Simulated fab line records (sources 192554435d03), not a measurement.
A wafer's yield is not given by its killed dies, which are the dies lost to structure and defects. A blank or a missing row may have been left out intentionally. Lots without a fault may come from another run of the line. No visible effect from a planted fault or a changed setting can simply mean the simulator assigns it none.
Matching of chambers ; flow n5Finfet ; rieDiel-06 running N5_BEOL_M10_ETCH_61: 4 sister chambers
The step etches SiARC in CF4, target depth 39 nm, time 65 s. 8 wafers are shown with their chamber, then 8 later ones without.

EACH WAFER AND ITS CHAMBER
wafer;chamber;drypumpMotorCurrentA (A);throttleValvePct (%)
L078.1;0;5.7;15.27
L078.5;2;5.5;15.88
L079.1;1;6.1;15.78
L079.4;1;6.2;15.77
L080.3;3;5.5;15.59
L080.4;3;5.5;15.61
L080.5;2;5.5;15.87
L083.2;0;5.7;15.28

WAFERS WITHOUT THEIR CHAMBER
wafer;drypumpMotorCurrentA (A);throttleValvePct (%)
L083.3;5.5;15.61
L083.5;5.7;15.30
L089.1;5.7;15.32
L089.3;5.5;15.93
L089.5;5.5;15.65
L091.2;6.2;15.83
L091.4;5.5;15.65
L091.6;6.2;15.84

WHICH CHAMBER EACH ONE RAN IN
wafer;from the rows above;in truth
L083.3;3;3
L083.5;0;0
L089.1;0;0
L089.3;2;2
L089.5;3;3
L091.2;1;1
L091.4;3;3
L091.6;1;1
8 of 8 placed correctly. Can't be placed from these rows: 0. Placed wrongly: 0.
How it was worked out, from the rows above alone: a wafer's distance from a chamber is the root of the sum, over the readings, of the square of ((its reading less the chamber's mean) divided by the reading's scatter). If the next closest chamber is less than 2 further off than the closest, the wafer can't be placed; otherwise it belongs to the closest. A chamber's mean is the mean of its shown wafers. The scatter: the root of (the sum of the squares of (reading less its chamber's mean) over the shown wafers, divided by (wafers less chambers)).
